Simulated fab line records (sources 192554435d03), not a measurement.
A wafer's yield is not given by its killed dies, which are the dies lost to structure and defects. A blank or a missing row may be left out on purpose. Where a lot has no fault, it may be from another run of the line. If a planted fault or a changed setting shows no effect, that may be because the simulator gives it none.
fab line records	flow n5Finfet	part 2 of 2: steps 5 to 6 of 6
record lots=23	wafers=69	lastDay=18
route steps=1938 shown HKMG_FIN@451 GATE_CUT@474
lots with no fault: from the same line, run without faults
startH: start of the lot's first displayed wafer, in hours after the record's first day	waitH: hours elapsed since this lot's preceding step	" as in the row above	L1.1+2: a single row standing in for several wafers	- either no value or no given start	* or withheld: withheld	< > ~ a bound
route shown NAME@n: a module of which the file shows steps, and the number in the route of the first	usual: mean/standard deviation of fault-free wafers	same: alike in all rows	chamber/n: place in a boat	sites: each site's reading	_std_site: how widely they spread, as a standard deviation	_edge_site: mean of outer sites minus mean of inner sites	radiusMm: for every site, how far away it sits from the centre of the wafer	mask NAME#n: copy n	behind: the last tool/chamber to shape the wafer	hold: the reason the lot was held/the length of the hold in hours/how it ended	device: names the non-switching transistor (n, p or np)	end of line: the tests these same wafers got at the end of their route	a step with no rows: only its recipe	killed: count of dies lost to structure and defects at first sort (not the wafer's yield)	map: shows each die of a wafer: x if killed, . if not, _ if none is there
set.NAME: the setting the step ran with; set.NAME@STEP: the setting that earlier step ran with	model.NAME: the simulator's own value behind a step, which no gauge read
the route's steps for a sample of lots (tables are steps, rows are wafers)
services: a tool's chamber out of use, with start hour (startH, from the record's first day; less than 0 if before it), hours out, and reason
## steps
# step N5_GATE_CUT_STRIP_41
# recipe chemistry=CF4	resist=SiARC	powerW=300	biasPowerW=75	pressureMtorr=50	cf4FlowSccm=150	rfFrequencyHz=6e+07
# usual drypumpMotorCurrentA=5.6/0.39	oesProductAu=0.177/0.017	rfVppV=271.0/1.4	showerheadPlenumPTorr=1.79/0.055	throttleValvePct=13.78/0.29
lot.wafer	tool	chamber	startH	waitH	drypumpMotorCurrentA	oesProductAu	rfHoursCounterH	rfVppV	showerheadPlenumPTorr	throttleValvePct
L074.2	rieDiel-02	2	82.31	0.0	5.9	0.179	121	271.1	1.79	13.60
L074.4	"	1	"	"	5.6	0.182	123	269.7	1.71	13.70
L074.5	"	0	"	"	5.6	0.158	-	272.7	1.84	13.64
L075.1	rieDiel-01	3	89.58	0.0	6.1	0.177	170	270.8	1.72	14.01
L075.4	"	0	"	"	6.4	0.178	144	271.9	1.78	13.34
L075.6	"	2	"	"	6.1	0.181	-	272.2	1.87	13.40
L076.2	rieDiel-01	1	93.49	0.0	5.3	0.176	135	271.8	1.72	13.67
L076.5	"	3	"	"	6.1	0.177	-	270.5	1.72	14.00
L076.6	"	2	"	"	6.1	0.185	-	271.9	1.87	13.40
L077.1	rieDiel-01	1	102.80	0.0	5.3	0.179	138	270.5	1.72	13.68
L077.4	"	3	"	"	6.0	0.168	174	269.5	1.72	14.02
L077.6	"	1	"	"	5.3	0.177	-	270.2	1.72	13.68
L078.1	rieDiel-03	0	105.88	0.0	5.4	0.176	165	272.7	1.89	13.99
L078.3	"	2	"	"	5.9	0.165	231	270.2	1.79	14.24
L078.6	"	0	"	"	5.4	0.172	-	272.5	1.88	14.01
L079.1	rieDiel-02	2	115.33	0.0	5.9	0.176	130	271.2	1.79	13.62
L079.2	"	0	"	"	5.6	0.154	238	271.5	1.84	13.66
L079.3	"	3	"	"	5.3	0.194	63	272.3	1.84	13.48
L080.3	rieDiel-02	1	123.15	0.0	5.5	0.180	137	268.1	1.71	13.73
L080.4	"	0	"	"	5.6	0.158	241	272.9	1.84	13.66
L080.5	"	2	"	"	5.8	0.176	-	271.5	1.79	13.63
L081.1	rieDiel-03	2	126.50	0.0	5.8	0.162	239	270.9	1.79	14.26
L081.5	"	2	"	"	5.9	0.168	-	270.6	1.79	14.27
L081.6	"	3	"	"	5.2	0.176	-	270.4	1.74	13.75
L082.1	rieDiel-01	0	140.15	0.0	6.4	0.174	159	271.8	1.78	13.37
L082.5	"	3	"	"	6.1	0.169	-	269.4	1.72	14.03
L082.6	"	0	"	"	6.4	0.174	-	271.9	1.78	13.38
L083.2	rieDiel-03	0	147.25	0.0	5.4	0.175	179	272.2	1.88	14.04
L083.3	"	2	"	"	5.9	0.169	244	272.6	1.79	14.25
L083.4	"	1	"	"	5.1	0.158	-	271.5	1.78	14.08
L085.1	rieDiel-03	0	150.86	0.0	5.3	0.175	179	273.2	1.88	14.02
L085.3	"	2	"	"	5.9	0.163	245	271.0	1.78	14.27
L085.4	"	3	"	"	5.1	0.176	140	269.0	1.74	13.77
L084.1	rieDiel-01	3	150.87	0.0	6.0	0.166	189	269.7	1.72	14.05
L084.2	"	2	"	"	6.1	0.175	146	272.6	1.87	13.44
L084.3	"	0	"	"	6.4	0.178	163	270.6	1.77	13.39
L086.1	rieDiel-03	3	158.95	0.0	5.2	0.176	142	270.7	1.74	13.76
L086.3	"	1	"	"	5.1	0.162	221	271.0	1.78	14.11
L086.5	"	1	"	"	5.1	0.155	-	271.0	1.78	14.09
L088.1	rieDiel-02	1	171.59	0.0	5.6	0.177	148	268.5	1.71	13.77
L088.2	"	2	"	"	5.9	0.181	147	273.4	1.79	13.66
L088.5	"	1	"	"	5.6	0.179	-	270.2	1.71	13.75
L087.3	rieDiel-03	0	172.12	0.0	5.4	0.168	184	273.1	1.88	14.04
L087.4	"	3	"	"	5.2	0.175	145	269.2	1.74	13.77
L087.5	"	2	"	"	5.9	0.162	-	271.5	1.78	14.28
L089.1	rieDiel-02	2	179.96	0.0	5.9	0.172	150	270.9	1.79	13.67
L089.4	"	0	"	"	5.6	0.220	2	273.3	1.83	13.13
L089.6	"	3	"	"	5.3	0.192	-	271.1	1.84	13.53
L090.1	rieDiel-02	1	190.73	0.0	5.6	0.178	155	270.5	1.70	13.76
L090.2	"	0	"	"	5.6	0.217	6	272.0	1.83	13.12
L090.3	"	2	"	"	5.9	0.171	153	271.7	1.79	13.68
L091.1	rieDiel-03	3	193.32	0.0	5.2	0.180	152	268.7	1.73	13.77
L091.3	"	0	"	"	5.4	0.171	191	272.3	1.88	14.05
L091.6	"	1	"	"	5.1	0.161	-	270.5	1.78	14.11
L092.1	rieDiel-03	3	196.88	0.0	5.2	0.174	153	270.8	1.73	13.79
L092.4	"	2	"	"	5.9	0.229	1	269.7	1.78	13.69
L092.6	"	3	"	"	5.2	0.173	-	268.9	1.73	13.79
L093.3	rieDiel-01	2	207.34	0.0	6.1	0.165	162	271.6	1.86	13.50
L093.4	"	3	"	"	6.1	0.164	205	269.7	1.71	14.10
L093.5	"	3	"	"	6.0	0.166	-	269.4	1.71	14.07
L095.1	rieDiel-03	3	213.39	0.0	5.2	0.178	158	270.5	1.73	13.80
L095.2	"	2	"	"	5.9	0.228	6	270.9	1.78	13.68
L095.5	"	3	"	"	5.2	0.173	-	268.6	1.73	13.80
L096.1	rieDiel-03	2	217.85	0.0	5.9	0.226	7	270.3	1.78	13.71
L096.2	"	1	"	"	5.1	0.156	239	270.6	1.78	14.14
L096.6	"	3	"	"	5.2	0.177	-	271.1	1.73	13.80
L097.1	rieDiel-03	2	226.68	0.0	5.8	0.218	11	269.4	1.78	13.69
L097.3	"	0	"	"	5.4	0.169	204	271.6	1.87	14.08
L097.5	"	2	"	"	5.9	0.219	-	271.8	1.78	13.72
# step N5_GATE_CUT_CUT_ETCH_55
# recipe chemistry=BCl3	target=HfO2	maskMaterial=SiO2	targetDepthA=32	ionEnergyEv=30	pressureMtorr=5	icpW=450	biasW=18	bcl3FlowSccm=80
# usual drypumpMotorCurrentA=5.8/0.34	oesProductAu=0.75/0.076	throttleValvePct=33.0/0.56
lot.wafer	tool	chamber	startH	waitH	drypumpMotorCurrentA	oesProductAu	rfHoursCounterH	throttleValvePct
L074.2	rieMetal-03	0	82.59	0.0	6.2	0.83	26	33.9
L074.4	"	0	"	"	6.2	0.83	-	33.9
L074.5	"	1	"	"	6.4	0.72	-	31.9
L075.1	rieMetal-01	0	89.86	0.0	5.7	0.68	90	33.1
L075.4	"	0	"	"	5.7	0.68	-	33.1
L075.6	"	1	"	"	5.5	0.83	-	33.0
L076.2	rieMetal-01	0	93.78	0.0	5.7	0.68	91	33.1
L076.5	"	0	"	"	5.7	0.68	-	33.1
L076.6	"	1	"	"	5.5	0.82	-	33.0
L077.1	rieMetal-01	1	103.09	0.0	5.5	0.82	20	33.0
L077.4	"	0	"	"	5.7	0.68	-	33.1
L077.6	"	0	"	"	5.7	0.68	-	33.1
L078.1	rieMetal-03	1	106.21	0.1	6.4	0.70	62	31.9
L078.3	"	0	"	"	6.2	0.82	-	33.9
L078.6	"	1	"	"	6.4	0.70	-	31.9
L079.1	rieMetal-01	0	115.62	0.0	5.7	0.68	93	33.1
L079.2	"	1	"	"	5.5	0.81	21	33.0
L079.3	"	0	"	"	5.7	0.68	-	33.1
L080.3	rieMetal-01	1	123.45	0.0	5.5	0.82	-	33.0
L080.4	"	0	"	"	5.7	0.67	-	33.1
L080.5	"	1	"	"	5.4	0.82	-	33.0
L081.1	rieMetal-01	0	126.79	0.0	5.7	0.68	94	33.1
L081.5	"	1	"	"	5.5	0.81	-	33.0
L081.6	"	0	"	"	5.7	0.67	-	33.1
L082.1	rieMetal-02	1	140.44	0.0	5.5	0.77	46	32.8
L082.5	"	0	"	"	5.8	0.60	-	33.7
L082.6	"	1	"	"	5.5	0.77	-	32.8
L083.2	rieMetal-01	1	147.54	0.0	5.5	0.80	24	33.0
L083.3	"	1	"	"	5.5	0.80	-	33.0
L083.4	"	0	"	"	5.7	0.67	-	33.1
L085.1	rieMetal-01	1	151.14	0.0	5.5	0.80	24	33.0
L085.3	"	1	"	"	5.5	0.81	-	33.0
L085.4	"	0	"	"	5.7	0.67	-	33.2
L084.1	rieMetal-02	1	151.16	0.0	5.5	0.76	47	32.8
L084.2	"	0	"	"	5.8	0.60	138	33.7
L084.3	"	1	"	"	5.5	0.76	-	32.8
L086.1	rieMetal-01	1	159.24	0.0	5.5	0.80	26	33.0
L086.3	"	0	"	"	5.7	0.66	-	33.1
L086.5	"	1	"	"	5.4	0.79	-	33.0
L088.1	rieMetal-02	1	172.00	0.1	5.5	0.76	49	32.8
L088.2	"	1	"	"	5.5	0.77	-	32.8
L088.5	"	1	"	"	5.5	0.77	-	32.8
L087.3	rieMetal-03	0	172.42	0.0	6.2	0.80	-	33.9
L087.4	"	1	"	"	6.4	0.70	-	31.9
L087.5	"	0	"	"	6.1	0.80	-	33.9
L089.1	rieMetal-02	0	180.24	0.0	5.8	0.95	1	32.4
L089.4	"	1	"	"	5.5	0.76	-	32.8
L089.6	"	1	"	"	5.5	0.77	-	32.8
L090.1	rieMetal-03	1	191.02	0.0	6.4	0.70	68	32.0
L090.2	"	0	"	"	6.2	0.80	34	33.9
L090.3	"	0	"	"	6.1	0.81	-	33.9
L091.1	rieMetal-03	1	193.61	0.0	6.4	0.70	69	31.9
L091.3	"	1	"	"	6.4	0.70	-	32.0
L091.6	"	1	"	"	6.4	0.70	-	32.0
L092.1	rieMetal-01	0	197.16	0.0	5.7	0.65	101	33.1
L092.4	"	0	"	"	5.7	0.66	-	33.1
L092.6	"	0	"	"	5.7	0.66	-	33.1
L093.3	rieMetal-03	1	207.63	0.0	6.4	0.69	-	32.0
L093.4	"	0	"	"	6.1	0.80	-	33.9
L093.5	"	0	"	"	6.2	0.80	-	33.9
L095.1	rieMetal-02	1	213.68	0.0	5.5	0.75	53	32.8
L095.2	"	0	"	"	5.8	0.91	4	32.4
L095.5	"	1	"	"	5.5	0.76	-	32.8
L096.1	rieMetal-01	0	218.13	0.0	5.7	0.65	102	33.1
L096.2	"	1	"	"	5.5	0.78	31	33.0
L096.6	"	0	"	"	5.7	0.65	-	33.1
L097.1	rieMetal-03	0	226.96	0.0	6.2	0.79	37	33.9
L097.3	"	1	"	"	6.4	0.69	-	32.0
L097.5	"	0	"	"	6.2	0.79	-	33.9
## services
tool	chamber	startH	hours	kind
rieDiel-06	2	59.96	2.2	repair
rieDiel-04	1	65.80	6.9	repair
pecvd-01	2	82.28	19.0	repair
pecvd-02	0	84.33	4.5	repair
rieDiel-03	3	101.29	10.9	repair
pecvd-04	2	103.38	6.2	repair
rieDiel-01	-	109.57	5.3	repair
pecvd-01	-	125.27	0.5	repair
rieDiel-01	1	126.45	15.1	repair
rieDiel-05	2	133.03	8.9	repair
rieDiel-04	-	137.93	0.3	repair
rieDiel-03	3	146.00	3.7	repair
pecvd-02	-	158.06	4.1	repair
rieMetal-03	-	160.04	0.6	repair
rieMetal-01	-	164.81	0.4	repair
cvdW-01	0	169.48	2.5	repair
rieDiel-03	2	173.35	-	clean
rieDiel-06	-	176.36	0.6	repair
rieDiel-01	1	197.73	6.1	repair
cvdW-01	-	203.92	14.6	pm
rieDiel-01	1	210.44	1.8	repair
rieDiel-02	-	212.13	28.1	pm
pecvd-01	-	216.10	0.8	repair
rieMetal-03	1	218.36	1.4	repair
